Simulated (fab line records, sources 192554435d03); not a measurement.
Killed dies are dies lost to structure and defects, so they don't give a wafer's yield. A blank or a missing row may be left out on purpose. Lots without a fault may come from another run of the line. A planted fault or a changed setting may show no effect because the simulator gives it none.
A struck lot beside a sound one | flow n5_finfet | 13 steps out of a route of 1938
Sound: wafers L438.2, L438.5, L438.6. Struck: wafer L451.1. (L451.2, L451.3 of the same lot were not struck and are left out.) The cause comes at the end.
At each step with rows: each side's tool, then ch and its chambers, then its first start. Under that, the readings that differ: sound wafers | struck wafers | difference of the means | sigmas: that difference in standard deviations of wafers without a fault.
alike: readings whose means differ by less than 2 such deviations, and words and numbers that are the same on both sides. not compared: withheld readings, readings that some wafer has no value for, bounds like >300 that may hide the same value, and numbers for which the record gives no deviation and whose values overlap.
The two part at a step that has a row with sigmas, a row that says differs or no value, or rows on one side only. Numbers that don't overlap but have no deviation are shown without sigmas and don't part them. A reading that every wafer of one side lacks parts them only if that side has two wafers or more.

first, 4 steps without rows for these wafers: N5_BEOL_M4_ANNEAL_87 (time 240 s); N5_BEOL_M4_SPUTTER_88 (material Cu, target thk 4.5 nm, time 8.29 s); N5_BEOL_M4_ANNEAL_89 (time 240 s); N5_BEOL_M4_SPUTTER_90 (material Cu, target thk 4.5 nm, time 8.29 s).
N5_BEOL_M4_ANNEAL_91: time 240 s.
  sound on pvd_sputter-02, day 8 07:02; struck on pvd_sputter-03, day 11 13:20
  alike: heater_power_w
then, 2 steps without rows for these wafers: N5_BEOL_M4_SPUTTER_92 (material Cu, target thk 4.5 nm, time 8.29 s); N5_BEOL_M4_ANNEAL_93 (time 240 s).
N5_BEOL_M4_SPUTTER_94: material Cu, target thk 4.5 nm, time 8.29 s.
  sound on pvd_sputter-02, day 8 07:23; struck on pvd_sputter-03, day 11 13:42
  alike: throttle_valve_pct
N5_BEOL_M4_ANNEAL_95: time 240 s.
  sound on pvd_sputter-02, day 8 07:28; struck on pvd_sputter-03, day 11 13:47
  alike: heater_power_w
N5_BEOL_M4_SPUTTER_96: material Cu, target thk 4.5 nm, time 8.29 s.
  sound on pvd_sputter-02, day 8 07:37; struck on pvd_sputter-03, day 11 13:55
  alike: throttle_valve_pct
then, 1 step without rows for these wafers: N5_BEOL_M4_ECD_50 (material Cu, target thk 300 nm).
N5_BEOL_M4_ANNEAL_51: time 90 s.
  sound on rtp_anneal-01 ch 0, day 8 07:51; struck on rtp_anneal-02 ch 0, day 11 14:07
  alike: wafer_temp_C_max
N5_BEOL_M4_CMP_52: polishes, stops on SiOC, t overpolish 6.8 s, target thk 40 nm.
  sound on cmp-03 ch 1,2, day 8 08:06; struck on cmp-02 ch 0, day 11 14:27
  reading                                      | sound             | struck | difference | sigmas
  barrier_field_endpoint_s (s)                 | 25.1 25.6 25.2    | 13.1   | -12.2      | -16
  overpolish_run_s (s)                         | 6.800 6.798 6.821 | 6.780  | -0.026     | -3
  time_to_endpoint_s (s)                       | 66 67 63          | 33     | -32        | -9
  model.Cu_of_BEOL_M4_ECD_50.thk_nm (nm)       | 40.2 40.4 41      | 36.8   | -3.7       |
  model.SiOC_of_BEOL_M4_ILD_DEP_00.thk_nm (nm) | 76.6 76.6 77      | 71.6   | -5.1       |
  alike: motor_current_A
  not compared: pad_life_wafers

WHERE THEY PART
Only at N5_BEOL_M4_CMP_52, within this record.

WHY: what the simulator had put in
Process parameter drift: cmp-02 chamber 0, from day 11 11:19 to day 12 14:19, at N5_BEOL_M4_CMP_52. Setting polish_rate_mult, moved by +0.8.
